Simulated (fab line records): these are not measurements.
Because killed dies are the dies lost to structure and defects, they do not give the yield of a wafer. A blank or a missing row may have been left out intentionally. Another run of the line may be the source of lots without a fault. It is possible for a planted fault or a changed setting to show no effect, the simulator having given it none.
Code-filled problem report in 8D (eight disciplines) form -- flow nandHarc -- the parts of the form that need people (team, actions taken, sign-off) are left out

== 1. WHAT WENT WRONG ==
thkNm at NHARC_A_ONON_D2_THK_MEAS_27 reads a mean of 1549 nm on 5 wafers of 3 lots; wafers without a fault read 998 nm with a standard deviation of 8.5. Relative to the usual mean, that is a shift of +65 standard deviations.
The step: measures by ellipsometry.
Seen first at day 19 13:02 on filmMetro-01, wafer L768.2. The record holds 39 wafers of 14 lots with a number at this step. Rule for "out" (also "out of limits"): further than 4 standard deviations from the usual mean. The rest of the wafers with a number are treated as sound.

== 2. WHAT IT IS AND WHAT IT IS NOT ==
question,is,is not
which readings at this step,thkNm,-
which lots,"L768, L769, L771","L752, L753, L754, L755, L756, L759, L762, L764, L766, L773, L774"
which wafers of those lots,"L768.2, L768.3, L769.2, L769.3, L771.2",L771.5
read on which gauges,"filmMetro-01, filmMetro-02",-
when,from day 19 13:02,"up to then (27 sound wafers); but 7 sound wafers of L771, L773, L774 came after"

== 3. WHAT RULES OUT EACH SUSPECT ==
Counting: any tool at a process step up to the reading remains a suspect provided it ran every lot that is out. Sound lots after the first of them don't rule it out here, since some wafers of a struck lot are sound.
- the gauge at NHARC_A_ONON_D2_THK_MEAS_27 is ruled out. The wafers that are out were read on 2 gauges (filmMetro-01, filmMetro-02).
- pecvdOnon-04 at NHARC_A_ONON_D2_DEP_25 (target thk 1000 nm): kept. It ran every lot that is out, first L768 (day 19 12:35); its last sound lot up to then is L766 (day 18 22:35).
Left after counting: pecvdOnon-04 at NHARC_A_ONON_D2_DEP_25.

== 4. THE CAUSE (what the simulator had put in) ==
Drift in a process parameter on pecvdOnon-04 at NHARC_A_ONON_D2_DEP_25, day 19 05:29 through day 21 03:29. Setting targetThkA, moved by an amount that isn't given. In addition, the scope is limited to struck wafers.
This tool alone remained once counting was done.

== 5. THE EFFECT CHAIN, in route order ==
One row per reading whose mean, taken over the struck wafers that have a number, lies over 3 standard deviations from the usual. Readings are gone through only where the record gives a usual standard deviation; hours: the median, over the lots, of the time from a lot's start at the first step in this table giving one to that lot's start at this step; sigmas: the change measured in usual standard deviations.
hours,step,reading,usual,on struck wafers,change,sigmas
0,NHARC_A_ONON_D2_THK_MEAS_27,thkNm,998 nm,1549,+551,+65
274,NHARC_END_SORT_01,killedAtArray,55,675,+620,+33
274,NHARC_END_SORT_01,killedDies,60,677,+617,+32

== 6. HOW IT WOULD HAVE BEEN CAUGHT EARLIER ==
8 hours passed between the start of the fault at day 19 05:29 and the first reading out of limits at a measuring or inspecting step in this record, taken at day 19 13:02.
Of the lots that are out (3), L769, L771 began NHARC_A_ONON_D2_DEP_25 on pecvdOnon-04 after day 19 13:02. A hold on the tool at that time would have spared those 2.
